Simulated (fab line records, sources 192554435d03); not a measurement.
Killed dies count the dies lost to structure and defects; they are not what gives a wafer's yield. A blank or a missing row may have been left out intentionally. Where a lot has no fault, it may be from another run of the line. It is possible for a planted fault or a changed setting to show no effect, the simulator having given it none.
fab line records	flow n5_finfet
record lots=24	wafers=72	last_day=17
route steps=1938 shown BEOL_M4@1079 BEOL_M5@1154
lots that met no fault: from a run of the same line without faults
start_h: hours from the record's opening day to when the first of the lot's shown wafers began	wait_h: hours from the lot's prior step to this one	" as in the row above	L1.1+2: a row that stands for several wafers	- no value, or no start was given	* or withheld: withheld	< > ~ a bound
route shown NAME@n: names a module that has steps shown in the file, with the first one's number in the route	usual: the fault-free wafers' mean and standard deviation	same: alike in all rows	chamber/n: place in a boat	sites: per-site readings	_std_site: standard deviation across them	_edge_site: mean of outer sites minus mean of inner sites	radius_mm: how far each site lies from the wafer's centre	mask NAME#n: copy n	behind: the most recent tool/chamber to have shaped the wafer	hold: cause of the lot's hold/its duration in hours/its outcome	device: transistor that didn't switch, given as n, p or np	end of line: the tests these same wafers got at the end of their route	step lacking rows: just its recipe	killed: not the wafer's yield, but the dies lost to structure and defects at the first sort	map: dies across one wafer; x = killed, . = not, _ = none there
set.NAME: the run value of the setting; set.NAME@STEP: its run value at that earlier step	model.NAME: the simulator's own value behind a step, which no gauge read
the route's steps for a sample of lots (tables are steps, rows are wafers)
services: a tool's chamber out of use, with start hour (start_h, from the record's first day; less than 0 if before it), hours out, and reason
## steps
# step N5_BEOL_M4_DEGAS_44
# recipe ambient=vacuum	temp_c=250	time_s=60
# usual heater_power_w=322/20
lot.wafer	tool	chamber	start_h	wait_h	heater_power_w
L074.2	pvd_sputter-02	-	160.79	0.0	321
L074.3	"	-	"	"	351
L074.4	"	-	"	"	325
L075.1	pvd_sputter-02	-	164.87	0.3	329
L075.5	"	-	"	"	313
L075.6	"	-	"	"	315
L076.3	pvd_sputter-01	-	164.93	0.2	281
L076.4	"	-	"	"	319
L076.6	"	-	"	"	276
L078.1	pvd_sputter-01	-	187.97	0.4	281
L078.5	"	-	"	"	314
L078.6	"	-	"	"	320
L077.3	pvd_sputter-01	-	190.55	0.6	322
L077.4	"	-	"	"	325
L077.6	"	-	"	"	323
L079.2	pvd_sputter-01	-	191.71	0.2	315
L079.4	"	-	"	"	318
L079.6	"	-	"	"	320
L080.4	pvd_sputter-01	-	207.20	0.2	315
L080.5	"	-	"	"	335
L080.6	"	-	"	"	278
L081.1	pvd_sputter-03	-	210.68	0.4	337
L081.2	"	-	"	"	337
L081.5	"	-	"	"	356
L083.1	pvd_sputter-03	-	210.76	0.4	331
L083.3	"	-	"	"	322
L083.5	"	-	"	"	328
L082.1	pvd_sputter-02	-	216.11	0.1	339
L082.3	"	-	"	"	311
L082.5	"	-	"	"	325
L084.3	pvd_sputter-03	-	223.81	0.2	337
L084.4	"	-	"	"	351
L084.5	"	-	"	"	336
L085.1	pvd_sputter-03	-	227.05	0.8	332
L085.4	"	-	"	"	333
L085.5	"	-	"	"	353
L086.2	pvd_sputter-01	-	241.84	0.2	322
L086.5	"	-	"	"	323
L086.6	"	-	"	"	277
L088.2	pvd_sputter-01	-	242.00	0.3	333
L088.4	"	-	"	"	272
L088.6	"	-	"	"	281
L087.1	pvd_sputter-01	-	249.88	0.4	339
L087.4	"	-	"	"	278
L087.5	"	-	"	"	284
L090.3	pvd_sputter-03	-	258.44	0.2	330
L090.5	"	-	"	"	334
L090.6	"	-	"	"	341
L089.2	pvd_sputter-01	-	259.65	0.2	276
L089.4	"	-	"	"	318
L089.6	"	-	"	"	330
L092.3	pvd_sputter-01	-	259.74	0.0	309
L092.4	"	-	"	"	333
L092.5	"	-	"	"	321
L091.1	pvd_sputter-01	-	263.22	0.2	341
L091.2	"	-	"	"	328
L091.6	"	-	"	"	317
L093.2	pvd_sputter-03	-	277.53	1.0	355
L093.4	"	-	"	"	324
L093.5	"	-	"	"	329
L095.1	pvd_sputter-03	-	286.57	0.3	348
L095.4	"	-	"	"	343
L095.5	"	-	"	"	332
L094.1	pvd_sputter-03	-	290.03	0.1	334
L094.2	"	-	"	"	327
L094.4	"	-	"	"	357
L096.1	pvd_sputter-02	-	302.52	0.2	350
L096.2	"	-	"	"	322
L096.3	"	-	"	"	323
L097.1	pvd_sputter-02	-	302.64	0.2	327
L097.2	"	-	"	"	319
L097.6	"	-	"	"	306
# step N5_BEOL_M4_SURFACE_TREAT_85
# recipe gas=Ar	time_s=*	ion_energy_ev=*	ion_current_ma_cm2=0.5	pressure_mtorr=*	ar_flow_sccm=30
# usual throttle_valve_pct=*
lot.wafer	tool	chamber	start_h	wait_h	throttle_valve_pct
L074.2	pvd_sputter-02	-	161.43	0.4	*
L074.3	"	-	"	"	*
L074.4	"	-	"	"	*
L075.1	pvd_sputter-02	-	165.27	0.2	*
L075.5	"	-	"	"	*
L075.6	"	-	"	"	*
L076.3	pvd_sputter-02	-	165.31	0.2	*
L076.4	"	-	"	"	*
L076.6	"	-	"	"	*
L078.1	pvd_sputter-02	-	189.30	1.1	*
L078.5	"	-	"	"	*
L078.6	"	-	"	"	*
L077.3	pvd_sputter-01	-	190.97	0.2	*
L077.4	"	-	"	"	*
L077.6	"	-	"	"	*
L079.2	pvd_sputter-02	-	192.09	0.1	*
L079.4	"	-	"	"	*
L079.6	"	-	"	"	*
L080.4	pvd_sputter-02	-	207.59	0.2	*
L080.5	"	-	"	"	*
L080.6	"	-	"	"	*
L081.1	pvd_sputter-01	-	211.05	0.1	*
L081.2	"	-	"	"	*
L081.5	"	-	"	"	*
L083.1	pvd_sputter-03	-	211.09	0.1	*
L083.3	"	-	"	"	*
L083.5	"	-	"	"	*
L082.1	pvd_sputter-02	-	216.50	0.2	*
L082.3	"	-	"	"	*
L082.5	"	-	"	"	*
L084.3	pvd_sputter-03	-	224.21	0.1	*
L084.4	"	-	"	"	*
L084.5	"	-	"	"	*
L085.1	pvd_sputter-01	-	227.37	0.1	*
L085.4	"	-	"	"	*
L085.5	"	-	"	"	*
L086.2	pvd_sputter-03	-	242.54	0.3	*
L086.5	"	-	"	"	*
L086.6	"	-	"	"	*
L088.2	pvd_sputter-03	-	242.58	0.3	*
L088.4	"	-	"	"	*
L088.6	"	-	"	"	*
L087.1	pvd_sputter-03	-	250.48	0.4	*
L087.4	"	-	"	"	*
L087.5	"	-	"	"	*
L090.3	pvd_sputter-02	-	258.85	0.2	*
L090.5	"	-	"	"	*
L090.6	"	-	"	"	*
L089.2	pvd_sputter-01	-	260.66	0.8	*
L089.4	"	-	"	"	*
L089.6	"	-	"	"	*
L092.3	pvd_sputter-01	-	260.70	0.7	*
L092.4	"	-	"	"	*
L092.5	"	-	"	"	*
L091.1	pvd_sputter-02	-	263.59	0.2	*
L091.2	"	-	"	"	*
L091.6	"	-	"	"	*
L093.2	pvd_sputter-02	-	277.94	0.2	*
L093.4	"	-	"	"	*
L093.5	"	-	"	"	*
L095.1	pvd_sputter-01	-	286.92	0.2	*
L095.4	"	-	"	"	*
L095.5	"	-	"	"	*
L094.1	pvd_sputter-01	-	290.35	0.1	*
L094.2	"	-	"	"	*
L094.4	"	-	"	"	*
L096.1	pvd_sputter-02	-	302.92	0.2	*
L096.2	"	-	"	"	*
L096.3	"	-	"	"	*
L097.1	pvd_sputter-03	-	303.04	0.2	*
L097.2	"	-	"	"	*
L097.6	"	-	"	"	*
# step N5_BEOL_M4_ANNEAL_82
# recipe temp_c=400	time_s=240	ambient=vacuum
# usual heater_power_w=811/48
lot.wafer	tool	chamber	start_h	wait_h	heater_power_w
L074.2	pvd_sputter-02	-	162.19	0.0	803
L074.3	"	-	"	"	801
L074.4	"	-	"	"	785
L076.3	pvd_sputter-02	-	166.27	0.0	864
L076.4	"	-	"	"	811
L076.6	"	-	"	"	866
L075.1	pvd_sputter-01	-	166.29	0.0	696
L075.5	"	-	"	"	847
L075.6	"	-	"	"	688
L078.1	pvd_sputter-02	-	190.06	0.0	829
L078.5	"	-	"	"	787
L078.6	"	-	"	"	793
L077.3	pvd_sputter-03	-	191.73	0.0	857
L077.4	"	-	"	"	828
L077.6	"	-	"	"	827
L079.2	pvd_sputter-01	-	192.84	0.0	840
L079.4	"	-	"	"	807
L079.6	"	-	"	"	690
L080.4	pvd_sputter-03	-	208.40	0.0	813
L080.5	"	-	"	"	830
L080.6	"	-	"	"	834
L081.1	pvd_sputter-03	-	211.94	0.0	870
L081.2	"	-	"	"	838
L081.5	"	-	"	"	830
L083.1	pvd_sputter-01	-	213.47	0.0	814
L083.3	"	-	"	"	797
L083.5	"	-	"	"	815
L082.1	pvd_sputter-02	-	217.28	0.0	779
L082.3	"	-	"	"	816
L082.5	"	-	"	"	799
L084.3	pvd_sputter-03	-	225.01	0.0	875
L084.4	"	-	"	"	832
L084.5	"	-	"	"	845
L085.1	pvd_sputter-01	-	228.16	0.0	698
L085.4	"	-	"	"	798
L085.5	"	-	"	"	860
L086.2	pvd_sputter-02	-	244.95	0.0	787
L086.5	"	-	"	"	798
L086.6	"	-	"	"	794
L088.2	pvd_sputter-03	-	244.98	0.0	863
L088.4	"	-	"	"	802
L088.6	"	-	"	"	837
L087.1	pvd_sputter-02	-	251.33	0.0	795
L087.4	"	-	"	"	778
L087.5	"	-	"	"	860
L090.3	pvd_sputter-02	-	259.69	0.0	786
L090.5	"	-	"	"	853
L090.6	"	-	"	"	802
L092.3	pvd_sputter-02	-	261.53	0.0	876
L092.4	"	-	"	"	779
L092.5	"	-	"	"	800
L089.2	pvd_sputter-01	-	261.54	0.0	859
L089.4	"	-	"	"	687
L089.6	"	-	"	"	786
L091.1	pvd_sputter-01	-	264.59	0.0	692
L091.2	"	-	"	"	786
L091.6	"	-	"	"	784
L093.2	pvd_sputter-02	-	278.70	0.0	870
L093.4	"	-	"	"	772
L093.5	"	-	"	"	868
L095.1	pvd_sputter-03	-	287.83	0.0	830
L095.4	"	-	"	"	828
L095.5	"	-	"	"	835
L094.1	pvd_sputter-02	-	291.13	0.0	808
L094.2	"	-	"	"	847
L094.4	"	-	"	"	800
L096.1	pvd_sputter-03	-	303.92	0.0	834
L096.2	"	-	"	"	826
L096.3	"	-	"	"	867
L097.1	pvd_sputter-02	-	304.02	0.0	776
L097.2	"	-	"	"	765
L097.6	"	-	"	"	787
# step N5_BEOL_M4_ANNEAL_89
# recipe temp_c=400	time_s=240	ambient=vacuum
# usual heater_power_w=812/49
lot.wafer	tool	chamber	start_h	wait_h	heater_power_w
L074.2	pvd_sputter-02	-	162.63	0.0	792
L074.3	"	-	"	"	792
L074.4	"	-	"	"	782
L076.3	pvd_sputter-02	-	166.71	0.0	858
L076.4	"	-	"	"	794
L076.6	"	-	"	"	867
L075.1	pvd_sputter-01	-	166.77	0.0	700
L075.5	"	-	"	"	829
L075.6	"	-	"	"	697
L078.1	pvd_sputter-02	-	190.50	0.0	791
L078.5	"	-	"	"	787
L078.6	"	-	"	"	776
L077.3	pvd_sputter-03	-	192.17	0.0	894
L077.4	"	-	"	"	819
L077.6	"	-	"	"	818
L079.2	pvd_sputter-01	-	193.28	0.0	857
L079.4	"	-	"	"	785
L079.6	"	-	"	"	686
L080.4	pvd_sputter-03	-	208.84	0.0	827
L080.5	"	-	"	"	799
L080.6	"	-	"	"	828
L081.1	pvd_sputter-03	-	212.38	0.0	888
L081.2	"	-	"	"	811
L081.5	"	-	"	"	857
L083.1	pvd_sputter-01	-	213.91	0.0	818
L083.3	"	-	"	"	776
L083.5	"	-	"	"	811
L082.1	pvd_sputter-02	-	217.72	0.0	799
L082.3	"	-	"	"	778
L082.5	"	-	"	"	782
L084.3	pvd_sputter-03	-	225.45	0.0	890
L084.4	"	-	"	"	873
L084.5	"	-	"	"	838
L085.1	pvd_sputter-01	-	228.60	0.0	683
L085.4	"	-	"	"	777
L085.5	"	-	"	"	826
L086.2	pvd_sputter-02	-	245.39	0.0	804
L086.5	"	-	"	"	802
L086.6	"	-	"	"	786
L088.2	pvd_sputter-03	-	245.42	0.0	851
L088.4	"	-	"	"	835
L088.6	"	-	"	"	841
L087.1	pvd_sputter-02	-	251.77	0.0	826
L087.4	"	-	"	"	784
L087.5	"	-	"	"	846
L090.3	pvd_sputter-02	-	260.13	0.0	796
L090.5	"	-	"	"	854
L090.6	"	-	"	"	807
L092.3	pvd_sputter-02	-	261.97	0.0	876
L092.4	"	-	"	"	798
L092.5	"	-	"	"	789
L089.2	pvd_sputter-01	-	261.98	0.0	837
L089.4	"	-	"	"	677
L089.6	"	-	"	"	817
L091.1	pvd_sputter-01	-	265.03	0.0	672
L091.2	"	-	"	"	793
L091.6	"	-	"	"	812
L093.2	pvd_sputter-02	-	279.14	0.0	855
L093.4	"	-	"	"	782
L093.5	"	-	"	"	870
L095.1	pvd_sputter-03	-	288.27	0.0	836
L095.4	"	-	"	"	859
L095.5	"	-	"	"	832
L094.1	pvd_sputter-02	-	291.57	0.0	804
L094.2	"	-	"	"	878
L094.4	"	-	"	"	800
L096.1	pvd_sputter-03	-	304.36	0.0	849
L096.2	"	-	"	"	839
L096.3	"	-	"	"	882
L097.1	pvd_sputter-02	-	304.46	0.0	789
L097.2	"	-	"	"	772
L097.6	"	-	"	"	810
# step N5_BEOL_M4_ANNEAL_51
# recipe temp_c=225	time_s=90	ambient=N2
# usual anneal_temp_c=224.99/0.17	wafer_temp_C_max=225.83/0.23
lot.wafer	tool	chamber	start_h	wait_h	anneal_temp_c	wafer_temp_C_max
L074.2	rtp_anneal-02	0	163.68	0.1	225.03	225.71
L074.3	"	0	"	"	224.90	225.86
L074.4	"	0	"	"	224.86	225.59
L076.3	rtp_anneal-01	0	167.80	0.1	225.10	225.81
L076.4	"	0	"	"	224.87	225.77
L076.6	"	0	"	"	224.66	225.46
L075.1	rtp_anneal-02	0	167.84	0.1	225.29	225.86
L075.5	"	0	"	"	225.33	226.14
L075.6	"	0	"	"	225.10	225.58
L078.1	rtp_anneal-02	0	191.78	0.3	225.13	225.61
L078.5	"	0	"	"	224.99	225.44
L078.6	"	0	"	"	224.93	225.36
L077.3	rtp_anneal-01	0	193.25	0.1	225.17	226.07
L077.4	"	0	"	"	224.89	225.72
L077.6	"	0	"	"	225.26	226.07
L079.2	rtp_anneal-01	0	194.32	0.1	225.00	226.01
L079.4	"	0	"	"	224.96	225.91
L079.6	"	0	"	"	224.87	225.92
L080.4	rtp_anneal-01	0	209.97	0.2	224.80	225.86
L080.5	"	0	"	"	224.70	226.00
L080.6	"	0	"	"	224.83	225.95
L081.1	rtp_anneal-02	0	213.38	0.1	225.03	225.74
L081.2	"	0	"	"	225.25	225.88
L081.5	"	0	"	"	225.10	225.85
L083.1	rtp_anneal-01	0	214.91	0.1	225.10	226.11
L083.3	"	0	"	"	225.16	225.68
L083.5	"	0	"	"	225.11	225.70
L082.1	rtp_anneal-02	0	218.71	0.1	225.17	225.65
L082.3	"	0	"	"	225.15	225.62
L082.5	"	0	"	"	224.92	225.69
L084.3	rtp_anneal-01	0	226.53	0.1	224.93	225.97
L084.4	"	0	"	"	224.87	225.69
L084.5	"	0	"	"	224.93	226.19
L085.1	rtp_anneal-01	0	229.59	0.1	225.07	226.30
L085.4	"	0	"	"	225.28	226.17
L085.5	"	0	"	"	224.86	225.86
L086.2	rtp_anneal-02	0	246.43	0.1	224.94	225.80
L086.5	"	0	"	"	224.98	225.82
L086.6	"	0	"	"	224.99	225.81
L088.2	rtp_anneal-01	0	246.46	0.1	225.10	225.83
L088.4	"	0	"	"	224.63	225.78
L088.6	"	0	"	"	225.00	226.38
L087.1	rtp_anneal-01	0	252.77	0.1	224.71	225.83
L087.4	"	0	"	"	224.99	226.43
L087.5	"	0	"	"	225.04	226.19
L090.3	rtp_anneal-01	0	261.22	0.1	224.70	225.60
L090.5	"	0	"	"	225.07	225.45
L090.6	"	0	"	"	224.89	225.84
L092.3	rtp_anneal-02	0	263.06	0.1	225.13	225.62
L092.4	"	0	"	"	225.22	225.89
L092.5	"	0	"	"	225.21	225.77
L089.2	rtp_anneal-01	0	263.24	0.3	224.79	225.69
L089.4	"	0	"	"	224.95	225.95
L089.6	"	0	"	"	224.81	225.61
L091.1	rtp_anneal-01	0	266.03	0.1	224.60	225.99
L091.2	"	0	"	"	225.01	225.82
L091.6	"	0	"	"	224.73	225.59
L093.2	rtp_anneal-02	0	280.25	0.2	224.94	225.87
L093.4	"	0	"	"	225.18	225.93
L093.5	"	0	"	"	224.88	226.12
L095.1	rtp_anneal-01	0	289.26	0.1	224.68	225.70
L095.4	"	0	"	"	224.40	226.11
L095.5	"	0	"	"	224.91	225.94
L094.1	rtp_anneal-01	0	292.67	0.2	225.04	226.01
L094.2	"	0	"	"	224.95	226.35
L094.4	"	0	"	"	225.13	225.88
L096.1	rtp_anneal-02	0	305.35	0.1	225.23	225.71
L096.2	"	0	"	"	225.21	225.88
L096.3	"	0	"	"	225.05	225.30
L097.1	rtp_anneal-01	0	305.45	0.1	225.01	225.63
L097.2	"	0	"	"	225.00	225.96
L097.6	"	0	"	"	224.68	225.92
# step N5_BEOL_M5_ETCH_68
# recipe chemistry=N2/H2	target=SOC	target_depth_a=800	overetch_a=160	mask_material=SiARC	temp_c=40	time_s=120	ion_energy_ev=200	pressure_mtorr=30	source_w=840	bias_w=150	n2_flow_sccm=200	h2_flow_sccm=200
# usual bias_w=150.0/0.47	drypump_motor_current_A=5.7/0.62	oes_product_au=0.61/0.048	rf_fwd_power_W=835.9/2.8	rf_vpp_V=523.7/2	showerhead_plenum_p_Torr=2.54/0.056	throttle_valve_pct=17.75/0.2
lot.wafer	tool	chamber	start_h	wait_h	bias_w	drypump_motor_current_A	oes_product_au	rf_fwd_power_W	rf_hours_counter_h	rf_vpp_V	showerhead_plenum_p_Torr	throttle_valve_pct
L074.2	rie_diel-03	1	169.48	0.0	150.0	4.8	0.70	835.6	13	526.7	2.61	17.61
L074.3	"	3	"	"	149.8	6.7	0.62	830.0	84	524.2	2.57	17.65
L074.4	"	2	"	"	149.7	5.7	0.54	840.0	229	525.4	2.61	17.82
L076.3	rie_diel-03	1	173.96	0.0	150.5	4.8	0.70	837.4	14	525.5	2.61	17.60
L076.4	"	3	"	"	150.2	6.6	0.62	831.7	85	523.9	2.57	17.65
L076.6	"	2	"	"	150.3	5.7	0.53	835.6	-	526.3	2.61	17.83
L075.1	rie_diel-03	2	177.87	0.0	149.6	5.7	0.54	838.9	231	526.1	2.60	17.82
L075.5	"	0	"	"	150.1	5.3	0.65	832.8	-	521.4	2.47	17.78
L075.6	"	1	"	"	150.3	4.8	0.69	841.8	-	525.7	2.61	17.62
L078.1	rie_diel-03	0	197.70	0.0	150.8	5.3	0.63	840.1	85	521.5	2.47	17.79
L078.5	"	0	"	"	149.8	5.3	0.63	842.0	-	520.2	2.47	17.80
L078.6	"	3	"	"	150.6	6.6	0.62	834.1	-	525.5	2.57	17.66
L077.3	rie_diel-02	2	199.43	0.0	149.8	6.5	0.55	842.3	170	524.2	2.52	17.86
L077.4	"	0	"	"	149.6	5.4	0.66	833.7	54	521.0	2.50	17.44
L077.6	"	3	"	"	150.6	5.4	0.57	834.5	-	521.7	2.56	18.24
L079.2	rie_diel-03	3	200.50	0.0	150.6	6.6	0.62	835.5	96	524.8	2.57	17.68
L079.4	"	3	"	"	150.8	6.7	0.62	834.2	-	523.3	2.57	17.67
L079.6	"	3	"	"	150.5	6.6	0.62	837.4	-	524.9	2.57	17.68
L080.4	rie_diel-02	2	216.02	0.0	150.7	6.5	0.55	833.3	174	524.6	2.52	17.87
L080.5	"	1	"	"	149.9	5.7	0.61	836.7	-	519.6	2.45	17.78
L080.6	"	2	"	"	150.0	6.5	0.55	834.4	-	523.1	2.52	17.85
L081.1	rie_diel-03	2	217.86	0.0	150.4	5.7	0.53	836.6	237	524.6	2.60	17.84
L081.2	"	0	"	"	150.4	5.3	0.63	835.8	90	521.0	2.47	17.81
L081.5	"	1	"	"	150.2	4.8	0.67	839.1	-	524.1	2.60	17.62
L083.1	rie_diel-05	1	223.38	0.0	149.1	5.7	0.56	835.0	175	526.2	2.61	17.56
L083.3	"	0	"	"	149.9	5.8	0.54	840.3	234	522.7	2.50	17.92
L083.5	"	1	"	"	149.2	5.7	0.56	836.5	-	526.8	2.61	17.55
L082.1	rie_diel-02	2	225.61	0.0	150.4	6.4	0.54	837.2	177	523.2	2.52	17.86
L082.3	"	1	"	"	149.6	5.7	0.61	834.1	105	521.5	2.45	17.80
L082.5	"	1	"	"	149.7	5.7	0.61	838.3	-	520.0	2.45	17.81
L085.1	rie_diel-03	2	235.05	0.0	150.1	5.7	0.53	832.8	241	528.1	2.60	17.84
L085.4	"	3	"	"	149.6	6.6	0.60	834.0	104	525.4	2.56	17.68
L085.5	"	1	"	"	151.2	4.8	0.66	836.1	-	526.0	2.60	17.63
L084.3	rie_diel-05	3	235.58	0.0	149.9	6.4	0.61	832.9	99	520.2	2.48	18.16
L084.4	"	1	"	"	150.6	5.6	0.55	840.2	180	526.6	2.61	17.57
L084.5	"	1	"	"	150.1	5.6	0.56	840.4	-	528.0	2.61	17.57
L086.2	rie_diel-03	3	251.75	0.0	151.0	6.7	0.60	835.1	110	525.7	2.56	17.69
L086.5	"	2	"	"	150.0	5.7	0.53	839.9	-	525.7	2.60	17.86
L086.6	"	3	"	"	149.8	6.7	0.60	836.7	-	524.2	2.56	17.68
L088.2	rie_diel-03	2	252.32	0.0	149.8	5.7	0.53	836.4	247	525.8	2.60	17.85
L088.4	"	3	"	"	150.2	6.6	0.60	836.0	110	524.3	2.56	17.69
L088.6	"	3	"	"	149.4	6.6	0.61	830.4	-	523.8	2.56	17.69
L087.1	rie_diel-03	3	262.03	0.0	150.0	6.6	0.59	835.4	113	525.4	2.56	17.69
L087.4	"	0	"	"	150.5	5.3	0.62	833.7	-	522.1	2.46	17.84
L087.5	"	1	"	"	150.8	4.8	0.65	836.4	-	524.5	2.60	17.66
L090.3	rie_diel-02	1	267.80	0.0	149.9	5.7	0.59	838.1	116	521.8	2.45	17.82
L090.5	"	2	"	"	150.1	6.5	0.54	835.0	-	524.0	2.51	17.88
L090.6	"	1	"	"	151.2	5.7	0.60	836.0	-	521.7	2.45	17.83
L089.2	rie_diel-03	0	268.96	0.0	150.3	5.3	0.62	834.7	105	521.5	2.46	17.84
L089.4	"	1	"	"	150.4	4.8	0.65	837.7	-	524.9	2.60	17.68
L089.6	"	0	"	"	150.0	5.3	0.62	834.5	-	521.4	2.46	17.84
L092.3	rie_diel-02	0	269.19	0.0	149.5	5.3	0.64	838.4	74	522.1	2.50	17.48
L092.4	"	3	"	"	151.0	5.4	0.56	839.9	189	522.5	2.55	18.28
L092.5	"	0	"	"	148.9	5.4	0.65	835.6	-	522.1	2.50	17.49
L091.1	rie_diel-03	0	274.93	0.0	149.4	5.4	0.62	833.2	107	520.7	2.46	17.83
L091.2	"	1	"	"	150.1	4.8	0.65	841.1	45	523.8	2.60	17.66
L091.6	"	1	"	"	149.7	4.8	0.66	831.8	-	524.2	2.60	17.65
L093.2	rie_diel-05	3	290.02	0.0	149.2	6.4	0.61	837.3	118	523.2	2.47	18.20
L093.4	"	3	"	"	149.3	6.4	0.60	831.2	-	521.9	2.47	18.20
L093.5	"	2	"	"	149.9	5.8	0.60	836.4	-	524.5	2.53	17.51
L095.1	rie_diel-03	0	294.46	0.0	149.9	5.3	0.61	836.9	115	522.0	2.46	17.86
L095.4	"	1	"	"	150.2	4.8	0.64	838.4	53	525.0	2.59	17.66
L095.5	"	3	"	"	150.6	6.6	0.59	836.7	-	525.2	2.55	17.70
L094.1	rie_diel-03	3	298.31	0.0	149.8	6.6	0.59	838.3	125	523.7	2.55	17.73
L094.2	"	2	"	"	150.2	5.7	0.73	837.8	4	525.3	2.59	17.41
L094.4	"	1	"	"	150.0	4.8	0.64	841.2	54	526.1	2.59	17.67
L097.1	rie_diel-02	2	310.90	0.0	150.1	6.5	0.53	835.3	201	522.6	2.51	17.92
L097.2	"	0	"	"	150.7	5.4	0.64	835.4	86	520.7	2.49	17.51
L097.6	"	2	"	"	150.3	6.4	0.53	834.2	-	524.0	2.51	17.92
L096.1	rie_diel-05	0	312.32	0.0	150.0	5.8	0.72	837.6	6	521.5	2.49	17.52
L096.2	"	2	"	"	149.9	5.9	0.59	832.2	144	523.2	2.53	17.51
L096.3	"	3	"	"	149.5	6.4	0.59	835.9	126	521.0	2.46	18.22
## services
tool	chamber	start_h	hours	kind
pvd_sputter-01	-	150.27	1.8	repair
rie_diel-05	-	159.80	1.1	repair
rie_diel-03	2	189.48	14.7	repair
rie_diel-02	-	249.58	2.8	pm
rie_diel-03	2	261.75	-	clean
rie_diel-03	2	261.75	-	consumable_replace:focus_ring
rie_diel-03	2	261.75	24.2	scheduled_down
rie_diel-03	2	261.75	24.2	vent_cycle
rie_diel-05	0	269.66	-	clean
rie_diel-05	0	269.66	-	consumable_replace:focus_ring
rie_diel-05	0	269.66	24.8	scheduled_down
rie_diel-05	0	269.66	24.8	vent_cycle
## key
fault none
